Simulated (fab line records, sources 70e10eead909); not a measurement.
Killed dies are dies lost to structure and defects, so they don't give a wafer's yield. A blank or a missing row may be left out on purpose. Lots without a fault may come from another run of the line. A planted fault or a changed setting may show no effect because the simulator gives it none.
Which tool did it? | flow nand_harc | 14 lots, 42 wafers sampled, at 4 steps of a route of 1159

WHAT THE GAUGES READ, wafer by wafer
NHARC_A_CHANNEL_FILL_D1_INSPECT_13. Usual: raw_defect_count 303, standard deviation 100.
lot  | measured     | on                | raw_defect_count | flag
L803 | day 10 17:25 | defect_inspect-01 | 294 367 437      |
L802 | day 10 17:25 | defect_inspect-02 | 265 222 331      |
L806 | day 11 20:26 | defect_inspect-02 | 333 308 201      |
L808 | day 11 16:34 | defect_inspect-02 | 372 200 142      |
L807 | day 11 20:16 | defect_inspect-02 | 202 295 152      |
L812 | day 13 04:11 | defect_inspect-02 | 345 431 313      |
L815 | day 13 11:55 | defect_inspect-02 | 309 232 233      |
L818 | day 14 08:14 | defect_inspect-02 | 464 315 326      |
L817 | day 14 08:11 | defect_inspect-01 | 386 501 358      |
L819 | day 14 20:31 | defect_inspect-02 | 318 340 252      |
L820 | day 15 03:46 | defect_inspect-02 | 327 168 182      |
L822 | day 15 11:43 | defect_inspect-02 | 380 177 190      |
L824 | day 15 23:53 | defect_inspect-02 | 630 356 235      |
L825 | day 16 15:50 | defect_inspect-01 | 405 334 149      |

WHICH TOOL RAN EACH LOT (tool, then ch and the chambers of the sampled wafers, then the start)
lot  | NHARC_A_CHANNEL_HOLE_D1_ETCH_25  | NHARC_A_CHANNEL_FILL_D1_ALD_25   | NHARC_A_CHANNEL_FILL_D1_ETCHBACK_08
L803 | har_etch-02 ch 0,1, day 8 11:00  | ald_hk-01 ch 0,2,3, day 10 06:15 | rie_diel-05 ch 0,1, day 10 11:13
L802 | har_etch-01 ch 0,1, day 8 12:58  | ald_hk-04 ch 0,1, day 10 05:32   | rie_diel-01 ch 0,1,3, day 10 11:08
L806 | har_etch-01 ch 0,1, day 9 13:36  | ald_hk-01 ch 1,3, day 11 05:48   | rie_diel-05 ch 1,3, day 11 13:50
L808 | har_etch-02 ch 0,1, day 9 14:44  | ald_hk-04 ch 1,2, day 11 05:10   | rie_diel-05 ch 1,2,3, day 11 10:02
L807 | har_etch-01 ch 0,1, day 9 17:46  | ald_hk-02 ch 0,1,3, day 11 09:13 | rie_diel-01 ch 1,3, day 11 14:09
L812 | har_etch-01 ch 0,1, day 10 23:14 | ald_hk-04 ch 0,1,3, day 12 16:53 | rie_diel-05 ch 1,2,3, day 12 21:52
L815 | har_etch-02 ch 0,1, day 11 07:50 | ald_hk-04 ch 0,2,3, day 12 23:54 | rie_diel-05 ch 0,1,2, day 13 05:29
L818 | har_etch-01 ch 0,1, day 12 05:49 | ald_hk-02 ch 0,1,3, day 13 20:20 | rie_diel-01 ch 1,2, day 14 01:52
L817 | har_etch-02 ch 1, day 12 06:10   | ald_hk-01 ch 0,1,3, day 13 20:57 | rie_diel-05 ch 0,1,3, day 14 01:53
L819 | har_etch-01 ch 0,1, day 12 14:59 | ald_hk-02 ch 0,1,2, day 14 08:35 | rie_diel-05 ch 0,2, day 14 14:10
L820 | har_etch-02 ch 1, day 13 00:29   | ald_hk-02 ch 0,3, day 14 15:43   | rie_diel-05 ch 0,1,2, day 14 21:14
L822 | har_etch-01 ch 0,1, day 13 08:40 | ald_hk-04 ch 2,3, day 14 23:28   | rie_diel-06 ch 0,1,2, day 15 05:03
L824 | har_etch-02 ch 0,1, day 13 20:41 | ald_hk-04 ch 1,2,3, day 15 13:00 | rie_diel-05 ch 1,2,3, day 15 17:17
L825 | har_etch-01 ch 0,1, day 14 13:13 | ald_hk-04 ch 0,1,2, day 16 03:50 | rie_diel-01 ch 0,1,2, day 16 09:29
- NHARC_A_CHANNEL_HOLE_D1_ETCH_25: etches the open film in C4F8/O2/Ar, time 1040.2 s, target depth 1500 nm.
- NHARC_A_CHANNEL_FILL_D1_ALD_25: deposits SiOx, target thk 60 nm, pulse time 10 s, ald cycles 600.
- NHARC_A_CHANNEL_FILL_D1_ETCHBACK_08: etches the open film in C4F8, target depth 220 nm, time 110 s.

WHAT THE TOOLS THEMSELVES READ (means of the sampled wafers that have a number; where no wafer has one, the mark that the record gives instead)
NHARC_A_CHANNEL_HOLE_D1_ETCH_25. Usual: drypump_motor_current_A 5.7 A, standard deviation 0.45; esc_clamp_current_uA 0.0210, standard deviation 0.00066; showerhead_plenum_p_Torr 3.66 Torr, standard deviation 0.074; throttle_valve_pct 32.235 %, standard deviation 0.0092.
lot  | tool        | drypump_motor_current_A (A) | esc_clamp_current_uA | showerhead_plenum_p_Torr (Torr) | throttle_valve_pct (%) | flag
L803 | har_etch-02 | 5.4                         | 0.0207               | 3.63                            | 32.235                 |
L802 | har_etch-01 | 5.8                         | 0.0208               | 3.71                            | 32.232                 |
L806 | har_etch-01 | 5.9                         | 0.0212               | 3.68                            | 32.240                 |
L808 | har_etch-02 | 5.8                         | 0.0212               | 3.69                            | 32.238                 |
L807 | har_etch-01 | 5.9                         | 0.0212               | 3.68                            | 32.235                 |
L812 | har_etch-01 | 5.8                         | 0.0208               | 3.70                            | 32.239                 |
L815 | har_etch-02 | 5.8                         | 0.0213               | 3.68                            | 32.249                 |
L818 | har_etch-01 | 5.8                         | 0.0208               | 3.69                            | 32.241                 |
L817 | har_etch-02 | 6.2                         | 0.0218               | 3.73                            | 32.242                 |
L819 | har_etch-01 | 5.8                         | 0.0208               | 3.69                            | 32.236                 |
L820 | har_etch-02 | 6.2                         | 0.0219               | 3.73                            | 32.231                 |
L822 | har_etch-01 | 5.9                         | 0.0211               | 3.66                            | 32.231                 |
L824 | har_etch-02 | 5.8                         | 0.0213               | 3.66                            | 32.231                 |
L825 | har_etch-01 | 5.9                         | 0.0211               | 3.65                            | 32.230                 |

NHARC_A_CHANNEL_FILL_D1_ALD_25. Usual: heater_power_w 455 W, standard deviation 40; precursor_pulse_height_rel 0.999, standard deviation 0.02.
lot  | tool      | heater_power_w (W) | precursor_pulse_height_rel | flag
L803 | ald_hk-01 | 480                | 1.002                      |
L802 | ald_hk-04 | 428                | 0.999                      |
L806 | ald_hk-01 | 475                | 0.979                      |
L808 | ald_hk-04 | 407                | 0.992                      |
L807 | ald_hk-02 | 492                | 1.029                      |
L812 | ald_hk-04 | 416                | 0.990                      |
L815 | ald_hk-04 | 417                | 1.007                      |
L818 | ald_hk-02 | 488                | 0.978                      |
L817 | ald_hk-01 | 467                | 1.007                      |
L819 | ald_hk-02 | 492                | 1.005                      |
L820 | ald_hk-02 | 481                | 1.016                      |
L822 | ald_hk-04 | 408                | 1.004                      |
L824 | ald_hk-04 | 415                | 0.997                      |
L825 | ald_hk-04 | 406                | 1.012                      |

NHARC_A_CHANNEL_FILL_D1_ETCHBACK_08. Usual: chamber_pressure_mTorr 24.997 mTorr, standard deviation 0.026; oes_product_au 0.96 a.u., standard deviation 0.035; rf_vpp_V 442.4 V, standard deviation 2.1.
lot  | tool        | chamber_pressure_mTorr (mTorr) | oes_product_au (a.u.) | rf_vpp_V (V) | flag
L803 | rie_diel-05 | 25.026                         | 0.92                  | 440.1        |
L802 | rie_diel-01 | 24.999                         | 0.95                  | 443.6        |
L806 | rie_diel-05 | -                              | -                     | -            | OFF
L808 | rie_diel-05 | -                              | -                     | -            | OFF
L807 | rie_diel-01 | 25.002                         | 0.99                  | 442.7        |
L812 | rie_diel-05 | 24.997                         | 0.93                  | 441.7        |
L815 | rie_diel-05 | 25.001                         | 0.94                  | 441.5        |
L818 | rie_diel-01 | 25.004                         | 0.93                  | 443.1        |
L817 | rie_diel-05 | 24.997                         | 0.92                  | 442.9        |
L819 | rie_diel-05 | 25.003                         | 1.00                  | 440.4        |
L820 | rie_diel-05 | 24.992                         | 0.93                  | 440.5        |
L822 | rie_diel-06 | 24.976                         | 1.00                  | 438.7        |
L824 | rie_diel-05 | 25.017                         | 1.01                  | 442.7        |
L825 | rie_diel-01 | 24.988                         | 0.93                  | 442.5        |

THE ANSWER, worked out from the rows above alone
Rule: a lot is off if the mean of its wafers that have a number lies more than 3 standard deviations from the usual mean. A lot without any number at a reading at which 4 lots or more have one is off too. The other lots that the step has rows for count as sound. The gauges are gone through in route order, then the tools' own readings, and for those a lot's mean is taken as printed above. The first step at which some lot is off is used, and at that step the reading that is off furthest; a lot without a number counts as furthest.
Off: L806, L808, at NHARC_A_CHANNEL_FILL_D1_ETCHBACK_08 (chamber_pressure_mTorr). Without a number there: L806, L808.
A tool fits if, at that step or a process step before it, it ran every lot that is off, and no sound lot after the first of them. None of those tried fits.

WHAT THE SIMULATOR HAD PUT IN
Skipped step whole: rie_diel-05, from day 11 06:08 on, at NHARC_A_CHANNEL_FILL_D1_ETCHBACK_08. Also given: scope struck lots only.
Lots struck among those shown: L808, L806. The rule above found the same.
